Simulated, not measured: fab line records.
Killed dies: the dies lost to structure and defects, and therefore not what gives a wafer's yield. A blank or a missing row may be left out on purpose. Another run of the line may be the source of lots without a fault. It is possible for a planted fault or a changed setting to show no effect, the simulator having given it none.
fab line records	flow nand-harc
record lots=6	wafers=18	last-day=33
route steps=1302 shown A_SGD_CUT@899 A_SLIT@922 END@1302
lots with no fault: from the same line, run without faults
start-h: the number of hours between the record's first day and the start of the first shown wafer of the lot	wait-h: time in hours since the lot's previous step	" as in the row above	L1.1+2: a single row standing in for several wafers	- value missing, or start not given	* or withheld: withheld	< > ~ a bound
route shown NAME@n: names a module that has steps shown in the file, with the first one's number in the route	usual: mean/standard deviation of fault-free wafers	same: alike in all rows	chamber/n: place in a boat	sites: readings site by site	_std_site: the values' standard deviation	_edge_site: the outer-site mean with the inner-site mean subtracted	radius-mm: for every site, how far away it sits from the centre of the wafer	mask NAME#n: copy n	behind: tool/chamber where the wafer was last shaped	hold: why the lot was held/for how many hours/how that ended	device: the n, p or np transistor that did not switch	end of line: at the end of the route, the tests of the same wafers	a step without rows: its recipe alone	killed: at the first sort, the dies lost to defects and structure; wafer yield is something else	map: the dies of a wafer, with x for killed, . for not killed, _ for no die there
set.NAME: setting as actually run; set.NAME@STEP: the setting as run at that earlier step	model.NAME: the simulator's own value behind a step, which no gauge read
lots seen at some steps along the route; tables by step, rows by wafer
services: the hour from which a tool's chamber was out of use, counted from the record's first day as start-h (under 0 if before that day), plus the number of hours and why
## steps
# step NHARC_A_SGD_CUT_PEB_07
# recipe peb-temp-c=100	peb-time-s=65
# step NHARC_A_SGD_CUT_DEVELOP_08
# recipe develop-time-s=35	dev-temp-c=23
# step NHARC_A_SGD_CUT_CD_MEAS_09
# recipe target-cd-nm=100	landing-energy-ev=500
# usual cd-nm=100.0/0.62
lot.wafer	tool	chamber	start-h	wait-h	cd-nm
L836.1	cd-sem-01	0	449.26	-	99.9
L836.3	"	0	"	"	100.9
L836.4	"	0	"	"	99.7
L838.2	cd-sem-03	0	475.92	-	99.9
L838.4	"	0	"	"	99.7
L838.5	"	0	"	"	100.1
L842.1	cd-sem-02	0	530.56	-	100.3
L842.3	"	0	"	"	100.7
L842.4	"	0	"	"	99.9
L844.2	cd-sem-01	0	546.29	-	100.1
L844.4	"	0	"	"	99.9
L844.5	"	0	"	"	99.9
L847.1	cd-sem-02	0	570.58	-	100.7
L847.2	"	0	"	"	99.9
L847.4	"	0	"	"	100.0
L856.1	cd-sem-03	0	672.36	-	100.7
L856.4	"	0	"	"	100.5
L856.6	"	0	"	"	100.2
# step NHARC_A_SGD_CUT_OVL_MEAS_10
# usual overlay-x-nm=0.1/0.66	overlay-y-nm=0.2/1
lot.wafer	tool	chamber	start-h	wait-h	overlay-x-nm	overlay-y-nm
L836.1	overlay-01	-	449.35	-	1.4	1.7
L836.3	"	-	"	"	1.3	1.6
L836.4	"	-	"	"	0.6	1.3
L838.2	overlay-01	-	476.00	-	1.1	-0.2
L838.4	"	-	"	"	0.7	0.2
L838.5	"	-	"	"	1.5	0.2
L842.1	overlay-01	-	530.64	-	-0.4	-0.5
L842.3	"	-	"	"	-0.4	-0.7
L842.4	"	-	"	"	-0.4	-0.6
L844.2	overlay-02	-	546.38	-	0.6	1.2
L844.4	"	-	"	"	0.8	0.8
L844.5	"	-	"	"	0.8	1.0
L847.1	overlay-02	-	570.67	-	0.0	2.2
L847.2	"	-	"	"	-0.5	3.0
L847.4	"	-	"	"	-0.3	2.1
L856.1	overlay-02	-	672.45	-	-0.3	0.7
L856.4	"	-	"	"	-0.3	1.4
L856.6	"	-	"	"	0.3	0.9
# step NHARC_A_SGD_CUT_INSPECT_11
# usual raw-defect-count=63/23
lot.wafer	tool	chamber	start-h	wait-h	raw-defect-count
L836.1	defect-inspect-02	-	449.39	0.0	86
L836.3	"	-	"	"	73
L836.4	"	-	"	"	62
L838.2	defect-inspect-02	-	476.04	0.0	81
L838.4	"	-	"	"	63
L838.5	"	-	"	"	71
L842.1	defect-inspect-01	-	530.68	0.0	24
L842.3	"	-	"	"	23
L842.4	"	-	"	"	34
L844.2	defect-inspect-01	-	546.41	0.0	11
L844.4	"	-	"	"	15
L844.5	"	-	"	"	12
L847.1	defect-inspect-02	-	570.70	0.0	49
L847.2	"	-	"	"	36
L847.4	"	-	"	"	56
L856.1	defect-inspect-02	-	672.48	0.0	61
L856.4	"	-	"	"	71
L856.6	"	-	"	"	65
# step NHARC_A_SGD_CUT_DESCUM_14
# recipe time-s=3	o2-flow-sccm=200	ar-flow-sccm=0	bias-power-w=0	chemistry=O2
# step NHARC_A_SGD_CUT_ETCH_58
# recipe target-depth-a=390	over-etch-frac=0.3	time-s=65	ion-energy-ev=80	cf4-flow-sccm=150	ar-flow-sccm=0	rf-w=300	bias-w=100	chemistry=CF4
# step NHARC_A_SGD_CUT_ETCH_59
# recipe target-depth-a=2600	over-etch-frac=0.25	time-s=406.25	ion-energy-ev=200	n2-flow-sccm=150	h2-flow-sccm=150	ar-flow-sccm=0	rf-w=400	bias-w=150	chemistry=N2/H2
# step NHARC_A_SGD_CUT_ETCH_15
# recipe target-depth-a=750	time-s=64.3	ch3f-flow-sccm=50	o2-flow-sccm=30	ar-flow-sccm=200	rf-w=500	bias-w=100	chemistry=CH3F/O2
# usual drypump-motor-current-A=5.6/0.53	mfc-ar-sccm=200.0/0.61	oes-product-au=0.961/0.018	rf-vpp-V=263.5/1.7	showerhead-plenum-p-Torr=2.44/0.1	throttle-valve-pct=20.662/0.0098
lot.wafer	tool	chamber	start-h	wait-h	drypump-motor-current-A	mfc-ar-sccm	oes-product-au	rf-hours-counter-h	rf-vpp-V	showerhead-plenum-p-Torr	throttle-valve-pct
L836.3	rie-diel-06	2	-	-	4.7	200.9	0.957	13	262.9	2.39	20.664
L836.1	"	3	"	"	5.5	199.4	0.963	11	265.9	2.58	20.660
L836.4	"	1	"	"	5.7	200.6	0.998	13	263.2	2.40	20.661
L838.4	rie-diel-08	2	-	-	4.9	199.9	0.935	4	262.5	2.37	20.671
L838.2	"	3	"	"	5.9	199.7	0.938	4	265.6	2.61	20.658
L838.5	"	2	"	"	4.9	200.3	0.940	-	263.8	2.37	20.658
L842.3	rie-diel-08	0	-	-	6.3	199.7	0.972	7	263.5	2.44	20.652
L842.1	"	1	"	"	5.0	199.5	0.978	6	264.6	2.43	20.649
L842.4	"	3	"	"	5.9	200.5	0.964	7	266.2	2.61	20.673
L844.4	rie-diel-02	3	-	-	6.3	199.0	0.958	10	265.6	2.50	20.669
L844.2	"	0	"	"	5.7	200.3	0.966	8	261.6	2.32	20.660
L844.5	"	3	"	"	6.3	199.0	0.953	-	264.7	2.50	20.678
L847.4	rie-diel-06	3	-	-	5.5	199.5	0.958	5	266.5	2.58	20.676
L847.1	"	1	"	"	5.7	200.0	0.952	6	263.9	2.39	20.669
L847.2	"	2	"	"	4.7	199.5	0.980	6	263.7	2.39	20.656
L856.1	rie-diel-08	0	-	-	6.3	199.5	0.947	5	263.1	2.44	20.675
L856.4	"	2	"	"	4.9	198.9	0.967	6	261.5	2.36	20.662
L856.6	"	3	"	"	5.9	199.7	0.961	-	265.5	2.60	20.654
# step NHARC_A_SGD_CUT_ETCH_16
# recipe target-depth-a=3105	time-s=155.2	c4f8-flow-sccm=withheld	o2-flow-sccm=8	ar-flow-sccm=withheld	rf-w=600	bias-w=800	chemistry=C4F8/O2/Ar
# step NHARC_A_SGD_CUT_STRIP_60
# recipe c4f8-flow-sccm=withheld	o2-flow-sccm=8	ar-flow-sccm=withheld	bias-w=0	chemistry=C4F8/O2/Ar
# step NHARC_A_SGD_CUT_STRIP_17
# recipe o2-flow-sccm=500	ar-flow-sccm=0	bias-w=0	chemistry=O2
# step NHARC_A_SGD_CUT_PRECLEAN_18
# recipe time-s=*	temp-c=50	bath-age-min=0	chemistry=SC1
# usual bath-heat-duty-pct=7.1/0.85
lot.wafer	tool	chamber	start-h	wait-h	bath-heat-duty-pct
L836.4	wet-bench-07	0	450.42	-	7.5
L836.3	"	1	"	"	5.5
L836.1	"	2	"	"	6.7
L838.2	wet-bench-03	7	477.07	-	8.6
L838.5	"	1	"	"	7.4
L838.4	"	2	"	"	7.0
L842.1	wet-bench-07	5	531.72	-	6.5
L842.4	"	6	"	"	9.2
L842.3	"	0	"	"	9.0
L844.5	wet-bench-07	4	547.45	-	6.0
L844.2	"	6	"	"	8.3
L844.4	"	7	"	"	6.3
L847.4	wet-bench-07	4	571.74	-	6.1
L847.2	"	7	"	"	7.1
L847.1	"	0	"	"	7.5
L856.4	wet-bench-07	5	673.52	-	6.4
L856.6	"	6	"	"	8.0
L856.1	"	1	"	"	6.1
# step NHARC_A_SGD_CUT_SRD_19
# step NHARC_A_SGD_CUT_DEP_20
# recipe target-thk-a=1500	temp-c=65	material=SiO2
# step NHARC_A_SGD_CUT_ANNEAL_27
# recipe temp-c=450	time-s=1800
# step NHARC_A_SGD_CUT_CMP_21
# recipe target-thk-nm=148.19
# usual motor-current-A=12.2/1.4	time-to-endpoint-s=50/3.1
lot.wafer	tool	chamber	start-h	wait-h	motor-current-A	time-to-endpoint-s
L836.4	cmp-02	2	455.07	0.5	13.2	50
L836.1	"	3	"	"	12.1	47
L836.3	"	1	"	"	11.0	46
L838.4	cmp-04	0	481.97	0.4	12.0	54
L838.2	"	2	"	"	14.2	52
L838.5	"	0	"	"	11.8	53
L842.1	cmp-04	2	539.06	0.4	14.0	53
L842.3	"	0	"	"	11.4	57
L842.4	"	1	"	"	12.1	51
L844.4	cmp-01	1	554.86	0.4	12.2	45
L844.2	"	2	"	"	13.7	50
L844.5	"	3	"	"	11.1	47
L847.1	cmp-04	1	577.92	0.5	12.4	48
L847.2	"	2	"	"	14.4	49
L847.4	"	0	"	"	11.8	50
L856.1	cmp-04	0	678.43	0.4	11.2	49
L856.4	"	3	"	"	10.7	51
L856.6	"	0	"	"	12.4	50
# step NHARC_A_SGD_CUT_THK_MEAS_22
# recipe thk-meas-gauge=ellipsometry
# usual thk-nm=148.4/1.4
lot.wafer	tool	chamber	start-h	wait-h	thk-nm
L836.1	film-metro-01	-	455.32	0.2	147.3
L836.3	"	-	"	"	147.8
L836.4	"	-	"	"	147.3
L838.2	film-metro-02	-	482.23	0.2	149.5
L838.4	"	-	"	"	148.8
L838.5	"	-	"	"	148.2
L842.1	film-metro-02	-	539.32	0.2	147.6
L842.3	"	-	"	"	149.8
L842.4	"	-	"	"	146.3
L844.2	film-metro-02	-	555.07	0.2	149.7
L844.4	"	-	"	"	148.0
L844.5	"	-	"	"	145.6
L847.1	film-metro-02	-	578.18	0.2	147.0
L847.2	"	-	"	"	149.5
L847.4	"	-	"	"	147.9
L856.1	film-metro-02	-	678.69	0.2	147.1
L856.4	"	-	"	"	149.0
L856.6	"	-	"	"	147.8
# step NHARC_A_SGD_CUT_SRD_23
# step NHARC_A_SGD_CUT_ETCH_26
# recipe target-depth-a=458	chemistry=dHF	material=SiO2
# step NHARC_A_SGD_CUT_ETCHBACK_24
# recipe target-depth-a=500	over-etch-frac=0.3	time-s=92.857	ion-energy-ev=120	ch3f-flow-sccm=50	o2-flow-sccm=30	ar-flow-sccm=200	rf-w=500	bias-w=100	chemistry=CH3F/O2
# step NHARC_A_SGD_CUT_STRIP_28
# recipe time-s=20	o2-flow-sccm=500	ar-flow-sccm=0	bias-w=0	chemistry=O2
# step NHARC_A_SLIT_DEP_25
# recipe target-thk-a=2000	temp-c=400	pressure-torr=6.5	rf-w=900	teos-flow-sccm=161.4	flow-sccm=2650	target-thk-nm=200	gas=O2	material=SiO2
# step NHARC_A_SLIT_DEP_00
# recipe target-thk-a=62000	temp-c=400	material=aC
# step NHARC_A_SLIT_DEP_23
# recipe target-thk-a=1000	target-thk-nm=100	temp-c=400	pressure-torr=3.5	flow-sccm=200	rf-w=350	material=SiON
# step NHARC_A_SLIT_DEHYDRATE_01
# recipe temp-c=150	time-s=120
# step NHARC_A_SLIT_HMDS_02
# recipe time-s=30
# step NHARC_A_SLIT_COAT_03
# recipe spin-rpm=1500	resist-thk-nm=90
# step NHARC_A_SLIT_SOFTBAKE_04
# recipe temp-c=105	time-s=55
# step NHARC_A_SLIT_EBR_05
# step NHARC_A_SLIT_EXPOSE_06
# recipe na=1.35	dose-mj=60.82	mask-id=SLIT
# step NHARC_A_SLIT_PEB_07
# recipe peb-temp-c=100	peb-time-s=65
# step NHARC_A_SLIT_DEVELOP_08
# recipe develop-time-s=35	dev-temp-c=23
# step NHARC_A_SLIT_CD_MEAS_09
# recipe target-cd-nm=300	landing-energy-ev=500
# usual cd-nm=300.0/0.56
lot.wafer	tool	chamber	start-h	wait-h	cd-nm
L836.1	cd-sem-01	0	464.29	-	299.3
L836.3	"	0	"	"	299.4
L836.4	"	0	"	"	299.4
L838.2	cd-sem-01	0	490.97	-	299.8
L838.4	"	0	"	"	299.8
L838.5	"	0	"	"	300.3
L842.1	cd-sem-02	0	544.67	-	300.9
L842.3	"	0	"	"	299.8
L842.4	"	0	"	"	300.5
L844.2	cd-sem-01	0	560.39	-	300.5
L844.4	"	0	"	"	299.7
L844.5	"	0	"	"	299.2
L847.1	cd-sem-02	0	588.64	-	299.8
L847.2	"	0	"	"	299.4
L847.4	"	0	"	"	299.8
L856.1	cd-sem-01	0	685.16	-	299.3
L856.4	"	0	"	"	299.3
L856.6	"	0	"	"	300.2
# step NHARC_A_SLIT_OVL_MEAS_10
# usual overlay-x-nm=-0.2/0.72	overlay-y-nm=-0.1/0.87
lot.wafer	tool	chamber	start-h	wait-h	overlay-x-nm	overlay-y-nm
L836.1	overlay-02	-	464.38	-	0.5	-0.6
L836.3	"	-	"	"	0.3	-1.3
L836.4	"	-	"	"	0.8	-1.5
L838.2	overlay-01	-	491.06	-	0.5	0.8
L838.4	"	-	"	"	0.3	0.3
L838.5	"	-	"	"	0.3	1.1
L842.1	overlay-01	-	544.76	-	0.1	1.4
L842.3	"	-	"	"	-0.6	1.2
L842.4	"	-	"	"	0.1	1.2
L844.2	overlay-01	-	560.47	-	0.2	0.8
L844.4	"	-	"	"	-0.2	0.2
L844.5	"	-	"	"	0.0	0.8
L847.1	overlay-02	-	588.73	-	-0.9	-0.4
L847.2	"	-	"	"	-0.7	-0.5
L847.4	"	-	"	"	-0.7	-0.8
L856.1	overlay-01	-	685.24	-	1.9	0.8
L856.4	"	-	"	"	2.1	0.9
L856.6	"	-	"	"	1.9	1.2
# step NHARC_A_SLIT_DESCUM_14
# recipe time-s=3	o2-flow-sccm=200	ar-flow-sccm=0	bias-power-w=0	chemistry=O2
# step NHARC_A_SLIT_ETCH_24
# recipe target-depth-a=1210	time-s=60.5	cf4-flow-sccm=100	chf3-flow-sccm=30	ar-flow-sccm=0	rf-w=500	bias-w=200	chemistry=CF4/CHF3
# usual drypump-motor-current-A=5.6/0.41	mfc-ar-sccm=0.009/0.014	oes-product-au=0.964/0.016	rf-vpp-V=370.5/2.3	showerhead-plenum-p-Torr=1.57/0.064	throttle-valve-pct=16.803/0.0082
lot.wafer	tool	chamber	start-h	wait-h	drypump-motor-current-A	mfc-ar-sccm	oes-product-au	rf-hours-counter-h	rf-vpp-V	showerhead-plenum-p-Torr	throttle-valve-pct
L836.1	rie-diel-01	1	464.58	0.1	5.6	0	0.958	5	366.8	1.48	16.797
L836.3	"	2	"	"	6.1	0	0.951	3	368.3	1.49	16.801
L836.4	"	0	"	"	6.1	0.003	0.968	6	372.9	1.60	16.794
L838.2	rie-diel-03	3	491.24	0.1	5.7	0.042	0.990	0	370.3	1.56	16.806
L838.4	"	1	"	"	5.7	0.007	0.965	0	372.7	1.67	16.813
L838.5	"	0	"	"	5.9	0.015	0.966	-	371.9	1.64	16.791
L842.1	rie-diel-01	3	544.95	0.1	4.8	0	0.969	11	371.7	1.64	16.816
L842.3	"	0	"	"	6.1	0.003	0.957	12	370.8	1.60	16.815
L842.4	"	1	"	"	5.6	0	0.971	11	367.1	1.48	16.800
L844.2	rie-diel-03	0	560.66	0.1	5.9	0.015	0.976	6	370.4	1.64	16.809
L844.4	"	2	"	"	4.9	0	0.987	5	371.3	1.60	16.807
L844.5	"	1	"	"	5.6	0.007	0.978	-	373.7	1.67	16.805
L847.1	rie-diel-01	3	588.93	0.1	4.8	0	0.966	1	373.8	1.64	16.803
L847.2	"	2	"	"	6.1	0	0.963	1	368.0	1.49	16.818
L847.4	"	1	"	"	5.6	0	0.963	-	368.8	1.48	16.805
L856.4	rie-diel-10	1	685.43	0.1	5.7	0.004	0.951	6	367.7	1.50	16.803
L856.1	"	2	"	"	5.5	0.040	0.973	7	369.7	1.55	16.803
L856.6	"	1	"	"	5.7	0.004	0.951	-	368.3	1.50	16.815
# step NHARC_A_SLIT_ETCH_15
# recipe target-depth-a=62000	over-etch-frac=0.3	time-s=1612	ion-energy-ev=150	o2-flow-sccm=400	cos-flow-sccm=20	ar-flow-sccm=0	rf-w=500	bias-w=300	chemistry=O2/COS
# step NHARC_A_SLIT_ETCH_17
# recipe bias-v=900	source-w=withheld	pressure-mtorr=20	ar-flow-sccm=375	c4f8-flow-sccm=83.3	o2-flow-sccm=41.7	time-s=4254.5	target-depth-a=2.03e+05	chemistry=C4F8/O2/Ar
# usual drypump-motor-current-A=6.1/0.5	mfc-ar-sccm=374.9/1.1	showerhead-plenum-p-Torr=3.75/0.13	throttle-valve-pct=32.045/0.0088
lot.wafer	tool	chamber	start-h	wait-h	drypump-motor-current-A	mfc-ar-sccm	rf-hours-counter-h	showerhead-plenum-p-Torr	throttle-valve-pct
L836.1	har-etch-02	0	469.28	-	6.8	374.5	46	3.91	32.056
L836.4	"	1	"	"	6.2	372.0	-	3.88	32.046
L836.3	"	0	"	"	6.7	375.1	-	3.91	32.046
L838.2	har-etch-01	1	492.40	-	5.3	375.4	279	3.63	32.057
L838.4	"	1	493.60	-	5.3	375.2	-	3.63	32.034
L838.5	"	0	495.39	-	6.2	376.5	-	3.63	32.042
L842.1	har-etch-01	1	546.70	-	5.3	376.3	302	3.62	32.038
L842.4	"	0	"	"	6.2	376.7	-	3.62	32.052
L842.3	"	1	"	"	5.3	376.8	-	3.62	32.046
L844.2	har-etch-01	0	562.98	-	6.2	373.8	317	3.61	32.047
L844.4	"	0	564.21	-	6.2	375.5	-	3.61	32.048
L844.5	"	0	565.43	-	6.2	375.8	-	3.61	32.031
L847.2	har-etch-02	0	591.44	-	6.8	375.0	115	3.87	32.038
L847.1	"	1	"	"	6.2	375.6	115	3.84	32.038
L847.4	"	0	"	"	6.8	374.8	-	3.87	32.056
L856.1	har-etch-02	1	687.20	-	6.2	374.1	169	3.81	32.039
L856.4	"	1	688.39	-	6.2	375.8	-	3.81	32.041
L856.6	"	0	"	"	6.8	373.8	-	3.84	32.047
# step NHARC_A_SLIT_ETCH_26
# recipe bias-v=400	source-w=2000	pressure-mtorr=25	time-s=90	ar-flow-sccm=375	c4f8-flow-sccm=41.7	o2-flow-sccm=83.3	target-depth-a=4000	chemistry=C4F8/O2/Ar
# usual drypump-motor-current-A=6.1/0.49	mfc-ar-sccm=374.8/1.1	showerhead-plenum-p-Torr=3.78/0.13	throttle-valve-pct=27.619/0.0092
lot.wafer	tool	chamber	start-h	wait-h	drypump-motor-current-A	mfc-ar-sccm	rf-hours-counter-h	showerhead-plenum-p-Torr	throttle-valve-pct
L836.1	har-etch-02	0	472.38	2.5	6.7	375.0	49	3.95	27.622
L836.4	"	1	"	"	6.2	373.7	-	3.92	27.631
L836.3	"	0	"	"	6.7	374.9	-	3.95	27.627
L838.2	har-etch-01	1	495.99	3.0	5.3	375.8	282	3.66	27.618
L838.4	"	1	"	"	5.3	374.2	-	3.66	27.618
L838.5	"	0	"	"	6.2	375.6	-	3.66	27.627
L842.1	har-etch-01	1	549.70	2.4	5.3	375.4	305	3.65	27.622
L842.4	"	0	"	"	6.2	374.8	-	3.65	27.626
L842.3	"	1	"	"	5.3	374.1	-	3.65	27.617
L844.2	har-etch-01	0	566.07	2.5	6.2	375.0	320	3.64	27.621
L844.4	"	0	"	"	6.2	376.8	-	3.64	27.617
L844.5	"	0	"	"	6.2	377.2	-	3.64	27.620
L847.2	har-etch-02	0	595.05	3.0	6.8	374.7	118	3.91	27.634
L847.1	"	1	"	"	6.2	376.4	118	3.88	27.622
L847.4	"	0	"	"	6.7	374.1	-	3.91	27.617
L856.1	har-etch-02	1	690.20	2.4	6.2	375.2	172	3.85	27.614
L856.4	"	1	"	"	6.2	374.6	-	3.85	27.623
L856.6	"	0	"	"	6.8	375.6	-	3.88	27.616
# step NHARC_END_SORT_01
# recipe temp-c=25
# usual killed-at-array=64/16	killed-at-other=1.0/1.1	killed-at-periphery=3.5/2.3	killed-dies=69/17	killed-open=3.2/1.6	killed-short=2.4/1.6
# same gross-dies=677
lot.wafer	tool	chamber	start-h	wait-h	killed-at-array	killed-at-other	killed-at-periphery	killed-dies	killed-open	killed-short
L844.2	prober-01	0	675.18	2.8	113	0	2	115	4	6
L844.4	prober-01	0	676.80	3.4	152	1	7	160	4	2
L844.5	prober-01	0	677.61	3.7	145	0	1	146	3	4
L847.1	prober-02	0	707.01	2.5	145	0	4	149	1	2
L847.2	prober-02	0	707.80	2.8	121	0	8	129	3	0
L847.4	prober-02	0	709.39	3.4	137	2	5	144	1	1
# killed by level:class
L844.2 A_SGD_CUT:unspecified=63 A_SLIT:chamber-film-flake=25 A_CHANNEL_HOLE_D1:chamber-film-flake=7 A_SOURCE_PLATE:geometric-particle:short=3 A_ONON_D2:geometric-particle:open=3 A_CONTACT:chamber-film-flake=3 A_CHANNEL_FILL_D2:chamber-film-flake=2 A_CHANNEL_HOLE_D1:geometric-particle:short=1
L844.4 A_SGD_CUT:unspecified=109 A_SLIT:chamber-film-flake=25 A_CHANNEL_HOLE_D1:chamber-film-flake=5 A_WL_FILL:chamber-film-flake=4 P_GATE:chamber-film-flake=3 A_CONTACT:chamber-film-flake=3 A_ONON_D2:geometric-particle:open=2 A_SGD_CUT:geometric-particle:short=2
L844.5 A_SGD_CUT:unspecified=99 A_SLIT:chamber-film-flake=26 A_CHANNEL_HOLE_D1:chamber-film-flake=7 A_CONTACT:chamber-film-flake=4 A_WL_FILL:geometric-particle:short=2 A_WL_FILL:chamber-film-flake=2 A_CHANNEL_FILL_D1:geometric-particle:open=1 A_ONON_D2:geometric-particle:open=1
L847.1 A_SGD_CUT:unspecified=113 A_CHANNEL_HOLE_D2:chamber-film-flake=20 A_CHANNEL_HOLE_D1:chamber-film-flake=5 P_BONDPAD:chamber-film-flake=3 A_CHANNEL_FILL_D1:chamber-film-flake=2 A_STAIRCASE:chamber-film-flake=2 A_ONON_D2:geometric-particle:short=1 A_CHANNEL_FILL_D2:geometric-particle:open=1
L847.2 A_SGD_CUT:unspecified=98 A_CHANNEL_HOLE_D2:chamber-film-flake=10 P_BONDPAD:chamber-film-flake=5 A_SLIT:chamber-film-flake=5 A_CHANNEL_HOLE_D1:chamber-film-flake=4 P_M0:chamber-film-flake=2 A_DECK1_JOINT:geometric-particle:open=1 A_WL_FILL:geometric-particle:open=1
L847.4 A_SGD_CUT:unspecified=99 A_CHANNEL_HOLE_D2:chamber-film-flake=21 A_CHANNEL_HOLE_D1:chamber-film-flake=10 P_M0:chamber-film-flake=3 A_SLIT:chamber-film-flake=3 THIN_TSV:chamber-film-flake=2 A_ONON_D1:geometric-particle:short=1 A_ONON_D2:geometric-particle:open=1
# map L844.4 (x killed, . not)
____________.____________
_________...x..._________
_______..........._______
______.............______
_____.........x....._____
____.................____
____.......xx........____
___..........x......x.___
___........x.......x.x___
__.x.............x.xxx.__
__................xxxxx__
_..................xxxxx_
_.............x.xx.xxxx._
_.............xx..xxx.x._
_..........x..xxxxx.x..._
_...........xxxxxxxxx..._
............xxxxxxxx.....
............xxxxxxxx.x...
...........xxxxxxxxxxx...
...........x.xxxxxxxxx...
...........xxxxxxxxxxx...
_...........xxxxxxxxx.x._
_...........xxxxxxxxx..._
_..........x.xxxxxxxx..._
_........x...xxxxxxxxx.._
_..............xxx.x...._
__.........x...x.xx....__
__........x.xxx.xx.....__
___...........x..x....___
___..........x...x....___
____.................____
____.................____
_____.............x._____
______.............______
_______..........._______
_________......._________
____________x____________
# map L847.1 (x killed, . not)
____________.____________
_________......._________
_______..........._______
______.............______
_____..............._____
____...............x.____
____x.x..............____
___.x.............x.x.___
___...............x.xx___
__................x.x..__
__.............x..x.xxx__
_.............x...xxxxx._
_............xxx.xxxxx.x_
_...........xxxxxxxx.x.x_
_..........xxxxxxxxxxx.._
_.........xxxxxxxxxx.x.._
..........xxxxxxxxxx.....
..........xxxxxxxxxx.....
..........xxxxxxxxxx.....
..........xxxxxxxxx......
..........xxxxxxxxxx.....
_..........xxxxxxxx....._
_..........xxxxxxx......_
_.........xxxxxxxxx....._
_x........x.xxx.xx.....x_
_.............xxxx......_
__.....................__
__.....................__
___...................___
___...................___
____.................____
____.................____
_____..............._____
______.............______
_______..........._______
_________......x_________
____________.____________
## services
tool	chamber	start-h	hours	kind
rie-diel-06	3	438.07	4.1	repair
rie-diel-03	1	445.42	4.8	repair
rie-diel-03	-	458.45	9.0	pm
cmp-04	-	462.91	1.4	repair
rie-diel-01	3	475.20	7.0	repair
rie-diel-06	-	484.23	9.0	pm
cmp-04	-	503.08	4.0	pm
rie-diel-08	3	508.41	3.5	repair
wet-bench-07	-	512.00	8.0	pm
rie-diel-08	-	544.80	9.0	pm
rie-diel-01	1	555.68	2.0	repair
rie-diel-01	-	557.80	9.0	pm
har-etch-02	-	579.64	3.8	repair
rie-diel-01	0	583.54	59.1	repair
har-etch-01	-	584.36	2.1	repair
wet-bench-07	-	594.94	1.4	repair
cmp-04	-	601.08	4.0	pm
rie-diel-01	2	607.97	29.9	repair
wet-bench-07	-	612.55	2.2	repair
rie-diel-01	1	638.84	8.6	repair
wet-bench-07	-	650.49	2.0	repair
rie-diel-08	-	665.12	1.3	repair
har-etch-01	-	681.04	2.7	repair
wet-bench-07	-	688.00	8.0	pm
## key
first-sign step=NHARC_END_SORT_01	reading=killed-at-array	direction=up	sigmas=4.4	usual=64	struck=136
effect step=NHARC_END_SORT_01	reading=killed-dies	direction=up	sigmas=4.3	usual=69	struck=140
more-kills-born-at NHARC_A_SGD_CUT_PRECLEAN_18@wet-bench-07=581
met-at NHARC_A_SGD_CUT_PRECLEAN_18
struck-wafers L844.2,L844.4,L844.5,L847.1,L847.2,L847.4
tester-left-out L844,L847
onset-between 531.72 547.45
fault kind=chamber-particle-source	tool=wet-bench-07	chamber=-	onset-h=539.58	steps=NHARC_A_SGD_CUT_PRECLEAN_18	rate-per-visit-cm2=1.9526	end-h=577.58
# tester-left-out: of these lots the tester's yield and bins aren't shown, on N5 and GAA mostly nor the transistor test; their killed dies are dies lost to structure and defects alone, not to doping, threshold or leakage, so they don't give the yield
